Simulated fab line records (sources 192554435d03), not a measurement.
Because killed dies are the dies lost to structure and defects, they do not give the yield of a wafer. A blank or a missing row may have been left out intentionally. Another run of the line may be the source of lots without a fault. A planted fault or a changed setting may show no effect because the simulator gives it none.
Split-lot study	flow n5_finfet	7 lots, 21 wafers read, on a route of 1938 steps

## ABOUT THE SPLIT
At N5_BEOL_M0_SAQP_ETCH_106 (etches SOC in N2/H2, stops on SiNx, target depth 150 nm), the setting target_depth_a was moved away from the recipe's 1500 angstrom on 8 of the 21 wafers read, by -7.7% to +8.2%. All remaining wafers had this setting at the recipe value.

There is no step in the file separating the split from the reading.

## THE READING
SOC_of_BEOL_M0_SAQP_COAT_105.thk_nm (the simulator's own value, which no gauge read), in nm, at N5_BEOL_M0_SAQP_ETCH_107 (etches SiNx in CH3F/O2, target depth 30 nm). No usual value for it is given in the file. Here, 13 wafers ran the recipe; their average is 13.7 nm with a standard deviation of 1.6 nm.

wafer	tool, chamber at the split	target_depth_a as run, angstrom	against the recipe	SOC_of_BEOL_M0_SAQP_COAT_105.thk_nm, nm	against lot-mates on the recipe
L076.1	rie_diel-04, 1	1384	-7.7%	17.6	+5.3
L076.2	rie_diel-04, 3	1500	recipe	13.4	-
L076.6	rie_diel-04, 1	1500	recipe	11.2	-
L081.2	rie_diel-04, 3	1623	+8.2%	7.4	-6.2
L081.5	rie_diel-04, 3	1500	recipe	13.6	-
L081.6	rie_diel-04, 2	1623	+8.2%	9.2	-4.4
L086.3	rie_diel-04, 0	1584	+5.6%	8.4	-4.8
L086.4	rie_diel-04, 3	1500	recipe	13.2	-
L086.5	rie_diel-04, 0	1584	+5.6%	8.8	-4.4
L089.2	rie_diel-04, 1	1500	recipe	11.2	-
L089.3	rie_diel-04, 3	1500	recipe	11.4	-
L089.4	rie_diel-04, 2	1500	recipe	14.2	-
L091.3	rie_diel-01, 2	1500	recipe	15.6	-
L091.4	rie_diel-01, 1	1500	recipe	13.2	-
L091.5	rie_diel-01, 3	1500	recipe	14.8	-
L095.2	rie_diel-01, 0	1500	recipe	16	-
L095.4	rie_diel-01, 3	1500	recipe	14.8	-
L095.6	rie_diel-01, 0	1500	recipe	15.8	-
L097.1	rie_diel-06, 2	1420	-5.3%	15.2	no lot-mate on the recipe
L097.3	rie_diel-06, 1	1420	-5.3%	16.8	no lot-mate on the recipe
L097.6	rie_diel-06, 1	1420	-5.3%	15.8	no lot-mate on the recipe

THE FIT
A straight line over all 21 wafers: SOC_of_BEOL_M0_SAQP_COAT_105.thk_nm changes by -0.614 nm for each +1% of target_depth_a; r = -0.86; the points scatter about the line by 1.5 nm.
The same after taking each lot's own level away (the mean of its wafers on the recipe; 18 wafers): -0.695 nm for each +1%; r = -0.94; scatter 0.96 nm.
The reading moves by 5.7 nm for the largest change in target_depth_a, on that fit.
The span of the lots' own levels, 12.27 to 15.53 nm, comes to 2.0 times the standard deviation stated above.
So the slope is not independent of the lot-to-lot level: the two fits are not the same.
Check: for one of the wafers moved furthest among these (+8.2%), held out of the fit, the line's prediction against its lot-mates is -5.57 nm. It came out at -6.2 nm against them.

## ADDITIONAL SPLITS CARRIED BY THESE WAFERS
Note: prior to the reading, these wafers also went through further splits. Each is held against what the fit with the lots' levels taken away leaves over:
other split on the same wafers	wafers away from the commonest value	r with SOC_of_BEOL_M0_SAQP_COAT_105.thk_nm (lot level and that fit taken away)
N5_MOL_CONTACT_COAG_DESCUM_45 time_s	8	-0.01

## THE WHOLE CHAIN: every reading that the file lists as answering this split, in the file's order
step	what it does	reading	change (the file's fit)	r (the file's)
N5_BEOL_M0_SAQP_ETCH_106	etches SOC in N2/H2, stops on SiNx, target depth 150 nm	SOC_of_BEOL_M0_SAQP_COAT_105.thk_nm (the simulator's own value, which no gauge read)	-0.695 nm for each +1% of the setting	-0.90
N5_BEOL_M0_SAQP_ETCH_107	etches SiNx in CH3F/O2, target depth 30 nm	SOC_of_BEOL_M0_SAQP_COAT_105.thk_nm (the simulator's own value, which no gauge read)	-0.696 nm for each +1% of the setting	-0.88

## FILE'S OWN FIT
SOC_of_BEOL_M0_SAQP_COAT_105.thk_nm changes by -0.696 nm for each +1% of target_depth_a, r = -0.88.
